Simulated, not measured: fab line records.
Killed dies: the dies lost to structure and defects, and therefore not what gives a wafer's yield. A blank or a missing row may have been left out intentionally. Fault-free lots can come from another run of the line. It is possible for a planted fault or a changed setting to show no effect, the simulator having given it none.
Comparing a struck lot with a sound one / flow nand-harc / 42 steps out of a route of 1302
Sound: these wafers, L822.1, L822.4, L822.6. Wafers L830.3, L830.4, L830.5 were the ones struck. At the end, the cause is stated.
Order at every step that has rows: each side's tool, ch and its chambers, its first start. Under that, the readings that differ: sound wafers / struck wafers / difference of the means / sigmas: that difference in standard deviations of wafers without a fault.
alike: readings whose means differ by less than 2 such deviations, and words and numbers that are the same on both sides. not compared: withheld readings, readings that some wafer has no value for, bounds like >300 that may hide the same value, and numbers for which the record gives no deviation and whose values overlap.
A row with sigmas, a row that says differs or no value, or rows on one side alone: a step with any of these is where the two part. Numbers that don't overlap but have no deviation are shown without sigmas and don't part them. A reading missing from all wafers of one side parts the sides only when that side holds two or more wafers.

first, 6 steps without rows for these wafers: NHARC_A_CONTACT_ETCH_113 (etches the open film in C4F8/O2/Ar, time 190 s, target depth 1850 nm); NHARC_A_CONTACT_ETCH_114 (etches the open film in C4F8/O2/Ar, time 190 s, target depth 1850 nm); NHARC_A_CONTACT_ETCH_115 (etches the open film in C4F8/O2/Ar, time 190 s, target depth 1850 nm); NHARC_A_CONTACT_ETCH_116 (etches the open film in C4F8/O2/Ar, time 190 s, target depth 1850 nm); NHARC_A_CONTACT_ETCH_117 (etches the open film in C4F8/O2/Ar, time 190 s, target depth 1850 nm); NHARC_A_CONTACT_ETCH_118 (etches the open film in C4F8/O2/Ar, time 190 s, target depth 1850 nm).
NHARC_A_CONTACT_ETCH_119: etches the open film in C4F8/O2/Ar, time 190 s, target depth 1850 nm.
  sound on har-cap-etch-03 ch 0, day 25 06:15; struck on har-cap-etch-02 ch 0,1, day 28 13:59
  alike: oes-air-line-au
  not compared: rf-hours-counter-h
then, 1 step without rows for these wafers: NHARC_A_CONTACT_ETCH_120 (etches the open film in C4F8/O2/Ar, time 190 s, target depth 1850 nm).
NHARC_A_CONTACT_ETCH_121: etches the open film in C4F8/O2/Ar, time 190 s, target depth 1850 nm.
  sound on har-cap-etch-03 ch 0, day 25 06:35; struck on har-cap-etch-02 ch 0,1, day 28 14:20
  alike: oes-air-line-au
  not compared: rf-hours-counter-h
then, 3 steps without rows for these wafers: NHARC_A_CONTACT_ETCH_122 (etches the open film in C4F8/O2/Ar, time 190 s, target depth 1850 nm); NHARC_A_CONTACT_ETCH_123 (etches the open film in C4F8/O2/Ar, time 490 s, target depth 2110 nm); NHARC_A_CONTACT_ETCH_90 (etches the open film in CH3F/O2, target depth 40 nm, time 85.7 s).
NHARC_A_CONTACT_ETCH_96: etches the open film in C4F6/O2, target depth 20 nm, time 10 s.
  sound on rie-diel-13 ch 1,2, day 25 08:02; struck on rie-diel-13 ch 2,3, day 28 15:45
reading=oes-product-au (a.u.); sound=0.96 0.95 0.94; struck=1.01 1.01 1.02; difference=+0.06; sigmas=+2
  alike: drypump-motor-current-A, rf-vpp-V, showerhead-plenum-p-Torr, throttle-valve-pct
  not compared: rf-hours-counter-h
NHARC_A_CONTACT_CD_MEAS_53:
  struck on cd-sem-03, day 28 15:50; sound on cd-sem-01, day 25 08:08
  alike: cd-nm
then, 4 steps without rows for these wafers: NHARC_A_CONTACT_STRIP_99 (strips in N2/H2); NHARC_A_CONTACT_STRIP_100 (strips in CF4/CHF3); NHARC_A_CONTACT_STRIP_101 (strips in O2/COS); NHARC_A_CONTACT_ETCH_102 (etches the open film in CF4/O2, target depth 100 nm, overetch 10 nm, time 55 s).
NHARC_A_CONTACT_STRIP_55: strips in O2.
  sound on rie-diel-02 ch 0,2; struck on rie-diel-13 ch 1,2
  alike: drypump-motor-current-A, oes-product-au, rf-vpp-V, showerhead-plenum-p-Torr, throttle-valve-pct
  not compared: rf-hours-counter-h
then, 13 steps without rows for these wafers: NHARC_A_CONTACT_STRIP_56 (strips in post etch residue remover, time 600 s); NHARC_A_CONTACT_DEP_57 (deposits aC, target thk 5300 nm); NHARC_A_CONTACT_DEP_58 (deposits SiON, target thk 90 nm); NHARC_A_CONTACT_DEHYDRATE_59 (time 120 s); NHARC_A_CONTACT_HMDS_60 (time 30 s); NHARC_A_CONTACT_COAT_61 (time 75 s); NHARC_A_CONTACT_COAT_62 (time 65 s); NHARC_A_CONTACT_COAT_63 (resist thk 90 nm); NHARC_A_CONTACT_SOFTBAKE_64 (time 55 s); NHARC_A_CONTACT_EBR_65; NHARC_A_CONTACT_EXPOSE_66 (exposes mask A CC 2); NHARC_A_CONTACT_PEB_67 (peb time 65 s); NHARC_A_CONTACT_DEVELOP_68 (develop time 35 s).
NHARC_A_CONTACT_CD_MEAS_69: the cd target is 300 nm.
  sound on cd-sem-02 ch 0, day 25 13:04; struck on cd-sem-02 ch 0, day 28 20:53
  alike: cd-nm
NHARC_A_CONTACT_OVL_MEAS_70:
  struck on overlay-01, day 28 20:58; sound on overlay-02, day 25 13:09
  alike: overlay-x-nm, overlay-y-nm
then, 5 steps without rows for these wafers: NHARC_A_CONTACT_DESCUM_74 (chemistry O2, time 3 s); NHARC_A_CONTACT_ETCH_75 (etches the open film in CF4, target depth 39 nm, time 65 s); NHARC_A_CONTACT_ETCH_76 (etches the open film in N2/H2, target depth 260 nm, time 475.3 s); NHARC_A_CONTACT_ETCH_77 (etches the open film in CF4/CHF3, target depth 108.9 nm, time 54.5 s); NHARC_A_CONTACT_ETCH_78 (etches the open film in O2/COS, target depth 5300 nm, time 1378 s).
NHARC_A_CONTACT_ETCH_124: etches the open film in C4F8/O2/Ar, time 140 s, target depth 700 nm.
  sound on har-cap-etch-01 ch 0,1, day 25 14:58; struck on har-cap-etch-03 ch 0,1, day 28 22:41
  alike: oes-air-line-au
  not compared: rf-hours-counter-h
NHARC_A_CONTACT_ETCH_125: etches the open film in C4F8/O2/Ar, time 197 s, target depth 1918 nm.
  sound on har-cap-etch-01 ch 0,1, day 25 15:09; struck on har-cap-etch-03 ch 0,1, day 28 22:56
  alike: oes-air-line-au
  not compared: rf-hours-counter-h
-- break in the record here, with 3 days between the starts of the struck wafers on either side (left off in module A_CONTACT, picked up again in module END, where the first step shown is number 1302 on the route) --
NHARC_END_SORT_01:
  sound on prober-02 ch 0, day 27 22:15; struck on prober-01 ch 0, day 31 11:27
reading=killed-at-array; sound=33 33 34; struck=122 128 179; difference=+110; sigmas=+6
reading=killed-dies; sound=33 36 38; struck=125 130 182; difference=+110; sigmas=+6
  alike: killed-at-other, killed-at-periphery, killed-open, killed-short

## WHERE THEY PART
First at NHARC_A_CONTACT_ETCH_96; last, within this record, at NHARC_END_SORT_01.

WHY: what the simulator had put in
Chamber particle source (rie-diel-13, NHARC_A_CONTACT_ETCH_96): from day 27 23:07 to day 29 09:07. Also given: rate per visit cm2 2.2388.
